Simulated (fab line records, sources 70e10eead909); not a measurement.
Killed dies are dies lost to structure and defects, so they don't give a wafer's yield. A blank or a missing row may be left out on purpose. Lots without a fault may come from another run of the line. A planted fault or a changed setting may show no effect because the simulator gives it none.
Which tool did it? | flow nand_harc | 14 lots, 42 wafers sampled, at 4 steps of a route of 1159

WHAT THE GAUGES READ, wafer by wafer
The record holds no reading of a measuring or inspecting step that can be judged against a usual standard deviation.

WHICH TOOL RAN EACH LOT (tool, then ch and the chambers of the sampled wafers, then the start)
lot  | NHARC_P_GATE_DEGAS_109       | NHARC_P_GATE_RTA_80              | NHARC_P_GATE_RTA_82              | NHARC_P_CONTACT_EXPOSE_09
L360 | pvd_sputter-02, day 5 10:48  | rtp_anneal-02 ch 0, day 5 11:06  | rtp_anneal-02 ch 0, day 5 11:33  | arfi_scanner-01 ch 0, day 5 13:38
L361 | pvd_sputter-02, day 5 16:34  | rtp_anneal-02 ch 0, day 5 16:53  | rtp_anneal-02 ch 0, day 5 17:35  | arfi_scanner-02 ch 0, day 5 19:14
L363 | pvd_sputter-03, day 6 04:50  | rtp_anneal-01 ch 0, day 6 05:09  | rtp_anneal-02 ch 0, day 6 05:37  | arfi_scanner-02 ch 0, day 6 07:18
L365 | pvd_sputter-03, day 6 15:34  | rtp_anneal-02 ch 0, day 6 15:56  | rtp_anneal-01 ch 0, day 6 16:32  | arfi_scanner-02 ch 0, day 6 18:16
L367 | pvd_sputter-03, day 7 08:56  | rtp_anneal-01 ch 0, day 7 09:16  | rtp_anneal-01 ch 0, day 7 09:50  | arfi_scanner-02, day 7 11:29
L368 | pvd_sputter-03, day 7 09:56  | rtp_anneal-02 ch 0, day 7 10:18  | rtp_anneal-01 ch 0, day 7 10:46  | arfi_scanner-01, day 7 12:25
L373 | pvd_sputter-02, day 8 14:35  | rtp_anneal-02 ch 0, day 8 14:52  | rtp_anneal-02 ch 0, day 8 15:20  | arfi_scanner-01 ch 0, day 8 17:01
L375 | pvd_sputter-01, day 9 07:38  | rtp_anneal-01 ch 0, day 9 08:03  | rtp_anneal-01 ch 0, day 9 08:43  | arfi_scanner-03 ch 0, day 9 10:25
L376 | pvd_sputter-01, day 9 15:28  | rtp_anneal-02 ch 0, day 9 15:45  | rtp_anneal-02 ch 0, day 9 16:13  | arfi_scanner-01 ch 0, day 9 17:53
L377 | pvd_sputter-03, day 9 15:39  | rtp_anneal-01 ch 0, day 9 15:59  | rtp_anneal-02 ch 0, day 9 16:27  | arfi_scanner-02 ch 0, day 9 18:07
L379 | pvd_sputter-01, day 10 05:42 | rtp_anneal-02 ch 0, day 10 06:04 | rtp_anneal-01 ch 0, day 10 06:35 | arfi_scanner-03 ch 0, day 10 08:11
L380 | pvd_sputter-01, day 10 05:59 | rtp_anneal-02 ch 0, day 10 06:24 | rtp_anneal-02 ch 0, day 10 06:52 | arfi_scanner-01 ch 0, day 10 08:35
L381 | pvd_sputter-03, day 10 18:24 | rtp_anneal-02 ch 0, day 10 18:46 | rtp_anneal-02 ch 0, day 10 19:22 | arfi_scanner-02 ch 0, day 10 21:02
L383 | pvd_sputter-01, day 11 00:05 | rtp_anneal-01 ch 0, day 11 00:24 | rtp_anneal-01 ch 0, day 11 00:52 | arfi_scanner-02 ch 0, day 11 02:34
- NHARC_P_GATE_DEGAS_109: time 60 s.
- NHARC_P_GATE_RTA_80: time 30 s.
- NHARC_P_GATE_RTA_82: time 30 s.
- NHARC_P_CONTACT_EXPOSE_09: exposes mask P CA, target cd 90 nm.

WHAT THE TOOLS THEMSELVES READ (means of the sampled wafers that have a number; where no wafer has one, the mark that the record gives instead)
NHARC_P_GATE_DEGAS_109. Usual: heater_power_w 474 W, standard deviation 31; susceptor_temp_C 299.96 C, standard deviation 0.19.
lot  | tool           | heater_power_w (W) | susceptor_temp_C (C) | flag
L360 | pvd_sputter-02 | 449                | 299.69               |
L361 | pvd_sputter-02 | 471                | 299.99               |
L363 | pvd_sputter-03 | 434                | 300.19               |
L365 | pvd_sputter-03 | 467                | 299.84               |
L367 | pvd_sputter-03 | 488                | 299.98               |
L368 | pvd_sputter-03 | 473                | 300.22               |
L373 | pvd_sputter-02 | 469                | 299.95               |
L375 | pvd_sputter-01 | 507                | 299.69               |
L376 | pvd_sputter-01 | 489                | 299.84               |
L377 | pvd_sputter-03 | 464                | 299.91               |
L379 | pvd_sputter-01 | 498                | 299.80               |
L380 | pvd_sputter-01 | 494                | 299.82               |
L381 | pvd_sputter-03 | 473                | 300.02               |
L383 | pvd_sputter-01 | 502                | 299.98               |

NHARC_P_GATE_RTA_80. Usual: anneal_temp_c_max 301.4, standard deviation 0.43; wafer_temp_C_max 301.2, standard deviation 0.3.
lot  | tool          | anneal_temp_c_max | wafer_temp_C_max | flag
L360 | rtp_anneal-02 | 301.4             | 301.1            |
L361 | rtp_anneal-02 | 301.6             | 301.2            |
L363 | rtp_anneal-01 | 301.0             | 301.1            |
L365 | rtp_anneal-02 | 301.4             | 301.5            |
L367 | rtp_anneal-01 | 301.2             | 300.9            |
L368 | rtp_anneal-02 | 301.9             | 301.4            |
L373 | rtp_anneal-02 | 301.6             | 301.5            |
L375 | rtp_anneal-01 | 301.3             | 301.3            |
L376 | rtp_anneal-02 | 301.7             | 301.2            |
L377 | rtp_anneal-01 | 301.2             | 301.1            |
L379 | rtp_anneal-02 | 301.7             | 301.2            |
L380 | rtp_anneal-02 | 301.7             | 301.4            |
L381 | rtp_anneal-02 | 301.5             | 301.4            |
L383 | rtp_anneal-01 | 300.7             | 301.1            |

NHARC_P_GATE_RTA_82. Usual: anneal_temp_c_max 452.3, standard deviation 0.68; lamp_power_pct 3.78 %, standard deviation 0.058; wafer_temp_C_max 451.9, standard deviation 0.42.
lot  | tool          | anneal_temp_c_max | lamp_power_pct (%) | wafer_temp_C_max | flag
L360 | rtp_anneal-02 | 452.6             | 3.74               | 452.3            |
L361 | rtp_anneal-02 | 453.1             | 3.74               | 452.1            |
L363 | rtp_anneal-02 | 453.2             | 3.74               | 451.7            |
L365 | rtp_anneal-01 | 452.0             | 3.86               | 451.6            |
L367 | rtp_anneal-01 | 451.6             | 3.86               | 451.5            |
L368 | rtp_anneal-01 | 451.5             | 3.86               | 451.4            |
L373 | rtp_anneal-02 | 452.8             | 3.74               | 451.9            |
L375 | rtp_anneal-01 | 451.3             | 3.85               | 451.7            |
L376 | rtp_anneal-02 | 452.7             | 3.74               | 451.9            |
L377 | rtp_anneal-02 | 452.2             | 3.74               | 451.7            |
L379 | rtp_anneal-01 | 451.5             | 3.86               | 451.9            |
L380 | rtp_anneal-02 | 452.7             | 3.74               | 452.1            |
L381 | rtp_anneal-02 | 452.7             | 3.74               | 452.1            |
L383 | rtp_anneal-01 | 451.7             | 3.86               | 452.0            |

NHARC_P_CONTACT_EXPOSE_09. Usual: exposure_dose_mJ_cm2 81.19, standard deviation 0.082; focus_offset_nm -0.1 nm, standard deviation 0.51; stage_vel_mm_s 499.98 mm/s, standard deviation 0.22.
lot  | tool            | exposure_dose_mJ_cm2 | focus_offset_nm (nm) | stage_vel_mm_s (mm/s) | flag
L360 | arfi_scanner-01 | 81.07                | -0.1                 | 499.88                |
L361 | arfi_scanner-02 | 81.10                | -0.6                 | 499.71                |
L363 | arfi_scanner-02 | 81.11                | 0.8                  | 499.80                |
L365 | arfi_scanner-02 | 81.22                | 0.4                  | 499.96                |
L367 | arfi_scanner-02 | -                    | -                    | -                     | OFF
L368 | arfi_scanner-01 | -                    | -                    | -                     | OFF
L373 | arfi_scanner-01 | 81.12                | 0.6                  | 500.15                |
L375 | arfi_scanner-03 | 81.21                | 0.2                  | 499.68                |
L376 | arfi_scanner-01 | 81.28                | -0.5                 | 499.90                |
L377 | arfi_scanner-02 | 81.23                | -0.0                 | 499.91                |
L379 | arfi_scanner-03 | 81.31                | 0.1                  | 500.06                |
L380 | arfi_scanner-01 | 81.21                | -0.1                 | 500.00                |
L381 | arfi_scanner-02 | 81.12                | -0.6                 | 499.95                |
L383 | arfi_scanner-02 | 81.16                | -0.4                 | 499.98                |

THE ANSWER, worked out from the rows above alone
Rule: a lot is off if the mean of its wafers that have a number lies more than 3 standard deviations from the usual mean. A lot without any number at a reading at which 4 lots or more have one is off too. The other lots that the step has rows for count as sound. The gauges are gone through in route order, then the tools' own readings, and for those a lot's mean is taken as printed above. The first step at which some lot is off is used, and at that step the reading that is off furthest; a lot without a number counts as furthest.
Off: L367, L368, at NHARC_P_CONTACT_EXPOSE_09 (exposure_dose_mJ_cm2). Without a number there: L367, L368.
A tool fits if, at that step or a process step before it, it ran every lot that is off, and no sound lot after the first of them. None of those tried fits.

WHAT THE SIMULATOR HAD PUT IN
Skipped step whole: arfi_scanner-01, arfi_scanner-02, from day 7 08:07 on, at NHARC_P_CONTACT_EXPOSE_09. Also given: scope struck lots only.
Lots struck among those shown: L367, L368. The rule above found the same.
